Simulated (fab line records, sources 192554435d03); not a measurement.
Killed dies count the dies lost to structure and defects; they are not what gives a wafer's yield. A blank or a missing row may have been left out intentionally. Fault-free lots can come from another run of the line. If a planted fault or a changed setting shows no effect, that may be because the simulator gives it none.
3 desks, one fault	flow n5Finfet	each desk holds nothing but its own numbers, with what lay behind them at the end

THE DEFECT DESK
Per lot, the means of the sampled wafers with a number show what the inspections along the route counted. Any lot whose mean is over 4 standard deviations away from the usual mean is out of limits and marked OUT; that distance is given in the brackets.
Columns: A = rawDefectCount at N5_PASSIVATION_INSPECT_64, usual 2.1
lot	first seen here	A
L499	day 11 10:48	0.5
L498	day 11 19:18	1.3
L502	day 12 16:39	1.7
L504	day 13 04:10	2.5
L506	day 13 07:25	2.0
L505	day 13 11:19	2.0
L513	day 15 01:49	3.0
L512	day 15 08:59	2.3
L517	day 15 18:32	2.0
L519	day 16 23:31	3.0
L520	day 17 12:03	1.3
Result from this desk: across the 11 lots, nothing is out of limits.

TOOL OWNER'S DESK, rieMetal-01
The tool's own readings at N5_PASSIVATION_ETCH_59 (etches TaN in Cl2/BCl3, target depth 65 nm, time 34.9 s): means of the sampled wafers that have a number, for each lot that ran on this tool. Any lot whose mean is over 4 standard deviations away from the usual mean is out of limits and marked OUT; that distance is given in the brackets.
Columns: A = chamberPressureMTorr at N5_PASSIVATION_ETCH_59, usual 10.001 mTorr; B = drypumpMotorCurrentA at N5_PASSIVATION_ETCH_59, usual 5.8 A; C = oesProductAu at N5_PASSIVATION_ETCH_59, usual 0.77 a.u.; D = throttleValvePct at N5_PASSIVATION_ETCH_59, usual 21.20 %
lot	first seen here	A	B	C	D
L498	day 11 20:11	10.003	6.1	0.73	21.24
L504	day 13 04:43	9.997	6.0	0.76	21.18
L506	day 13 07:58	10.000	5.8	0.78	21.13
L512	day 15 09:31	10.003	5.8	0.62	21.50
L517	day 15 19:03	10.002	6.5	0.59	21.53
Result from this desk: across the 5 lots, nothing is out of limits.

FROM THE METROLOGY DESK
Lot by lot, what the gauges showed, no matter which tool ran the lot: averages of those sampled wafers that carry a number. Any lot whose mean is over 4 standard deviations away from the usual mean is out of limits and marked OUT; that distance is given in the brackets. 7 of its 11 readings are shown, namely those furthest out on some lot.
Columns: A = DIBL_P at N5_BEOL_M4_RC_MEAS_101, usual 36.2 mV/V; B = IOFF_N at N5_BEOL_M4_RC_MEAS_101, usual 0.16 nA/um; C = IOFF_P at N5_BEOL_M4_RC_MEAS_101, usual 0.21 nA/um; D = ION_N at N5_BEOL_M4_RC_MEAS_101, usual 673 uA/um; E = SS_N at N5_BEOL_M4_RC_MEAS_101, usual 71.6 mV/dec; F = VT_N at N5_BEOL_M4_RC_MEAS_101, usual 251 mV; G = VT_P at N5_BEOL_M4_RC_MEAS_101, usual -251 mV
lot	first seen here	A	B	C	D	E	F	G
L498	day 7 15:59	36.8	0.15	0.22	675	71.2	252	-253
L499	day 7 19:15	34.8	0.14	0.17	662	71.2	254	-252
L502	day 8 20:27	34.1	0.13	0.20	667	70.6	253	-249
L504	day 9 13:11	34.8	0.13	0.17	662	71.3	254	-254
L506	day 9 14:40	37.0	0.16	0.20	665	71.3	248	-252
L505	day 9 17:47	33.0	0.13	0.18	665	70.9	253	-252
L513	day 11 05:26	36.4	0.16	0.24	682	71.4	248	-244
L512	day 11 16:39	34.0	0.14	0.18	659	71.2	252	-251
L517	day 12 09:29	36.0	0.14	0.16	671	71.3	252	-259
L519	day 13 07:39	35.4	0.13	0.17	663	71.1	253	-254
L520	day 13 10:01	40.4	0.22	0.27	697	72.5	245	-248
Result from this desk: across the 11 lots, nothing is out of limits.

ALL TOGETHER
Nothing out of limits was seen by the defect desk.
The tool owner's desk saw nothing out of limits.
At the metrology desk, nothing out of limits was observed.

WHAT HAD BEEN PUT IN BY THE SIMULATOR
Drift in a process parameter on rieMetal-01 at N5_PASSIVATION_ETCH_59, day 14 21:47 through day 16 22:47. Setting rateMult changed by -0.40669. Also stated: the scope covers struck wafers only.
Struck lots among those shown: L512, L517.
